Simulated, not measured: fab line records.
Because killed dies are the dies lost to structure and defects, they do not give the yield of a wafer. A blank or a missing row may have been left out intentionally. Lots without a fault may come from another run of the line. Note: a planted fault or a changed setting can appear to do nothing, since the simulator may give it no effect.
Problem report in the 8D (eight disciplines) form, filled by code || flow n5Finfet || the parts of the form that need people (team, actions taken, sign-off) are left out

1. THE ISSUE
Wafers without a fault read 341.1 W, standard deviation 1.3; rfFwdPowerW at N5_BEOL_M7_VIA_ETCH_34 reads a mean of 258.9 W on 6 wafers belonging to 2 lots. That is -63 standard deviations from the usual mean.
The step: etches SiCOH lowk in C4F6/O2, target depth 125.5 nm, time 50.5 s.
Seen first at day 14 05:22 on rieDiel-03, wafer L621.4. Wafers with a number at this step in the record: 18, from 6 lots. The rule behind "out" and "out of limits": a value lying over 4 standard deviations away from the usual mean. The rest of the wafers with a number are treated as sound.

2. WHAT THIS IS AND IS NOT
{"question": "which readings at this step", "is": "rfFwdPowerW, rfVppV", "is not": "drypumpMotorCurrentA, oesProductAu, showerheadPlenumPTorr, throttleValvePct"}
{"question": "which lots", "is": "L620, L621", "is not": "L604, L607, L613, L617"}
{"question": "which wafers of those lots", "is": "all that have a number", "is not": "-"}
{"question": "read on which tools", "is": "rieDiel-03", "is not": "rieDiel-04, rieDiel-05"}
{"question": "when", "is": "from day 14 05:22", "is not": "up to then (12 sound wafers)"}

3. WHAT RULES OUT EACH SUSPECT
Counting: any tool at a process step up to the reading is kept as a suspect provided that every lot that is out went through it and no sound lot did after the first of them.
- rieDiel-03 at N5_BEOL_M7_DESCUM_33 (chemistry O2, time 7 s): kept. It processed each lot that is out, first L621 at day 14 05:11, and no sound lot thereafter; up to then, the last sound lot it processed was L617 at day 13 14:28.
- rieDiel-03 at N5_BEOL_M7_ETCH_72 (etches underlayer in N2/H2, target depth 6.5 nm, time 5.2 s): kept. It processed each lot that is out, first L621 at day 14 05:14, and no sound lot thereafter; up to then, the last sound lot it processed was L617 at day 13 14:30.
- rieDiel-03 at N5_BEOL_M7_ETCH_65 (etches SiARC in CF4, target depth 15.6 nm, time 26 s): kept. It processed each lot that is out, first L621 at day 14 05:14, and no sound lot thereafter; up to then, the last sound lot it processed was L617 at day 13 14:31.
- rieDiel-03 at N5_BEOL_M7_ETCH_66 (etches SOC in N2/H2, target depth 80 nm, overetch 16 nm, time 120 s): kept. It processed each lot that is out, first L621 at day 14 05:16, and no sound lot thereafter; up to then, the last sound lot it processed was L617 at day 13 14:33.
- rieDiel-03 at N5_BEOL_M7_VIA_ETCH_34 (etches SiCOH lowk in C4F6/O2, target depth 125.5 nm, time 50.5 s): kept. It processed each lot that is out, first L621 at day 14 05:22, and no sound lot thereafter; up to then, the last sound lot it processed was L617 at day 13 14:39. Its own readings are out on those wafers: rfFwdPowerW, rfVppV.
Left after counting: rieDiel-03 at N5_BEOL_M7_DESCUM_33, rieDiel-03 at N5_BEOL_M7_ETCH_72, rieDiel-03 at N5_BEOL_M7_ETCH_65, rieDiel-03 at N5_BEOL_M7_ETCH_66, rieDiel-03 at N5_BEOL_M7_VIA_ETCH_34.

4. THE CAUSE (what the simulator had put in)
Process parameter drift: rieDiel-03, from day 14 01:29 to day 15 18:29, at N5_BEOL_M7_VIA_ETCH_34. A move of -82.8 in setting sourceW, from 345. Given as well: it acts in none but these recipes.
Counting leaves 5 suspects; this tool is one of them.

5. THE EFFECT CHAIN, in route order
One row per reading whose mean, taken over the struck wafers that have a number, lies over 3 standard deviations from the usual. Only readings whose record carries a usual standard deviation are examined. hours: median over the lots of the time between each lot's start at the first step of this table that gives one and its start at this step. sigmas: the change, counted in usual standard deviations.
{"hours": 0, "step": "N5_BEOL_M7_VIA_ETCH_34", "reading": "rfFwdPowerW", "usual": "341.1 W", "on struck wafers": 258.9, "change": -82.2, "sigmas": -63}
{"hours": 0, "step": "N5_BEOL_M7_VIA_ETCH_34", "reading": "rfVppV", "usual": "663 V", "on struck wafers": 780, "change": "+117", "sigmas": "+9.8"}
Its process steps:
- N5_BEOL_M7_VIA_ETCH_34: etches SiCOH lowk in C4F6/O2, target depth 125.5 nm, time 50.5 s.

6. HOW IT WOULD HAVE BEEN CAUGHT EARLIER
In this record the first reading out of limits was taken at day 14 05:22, 4 hours after the fault began at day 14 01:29.
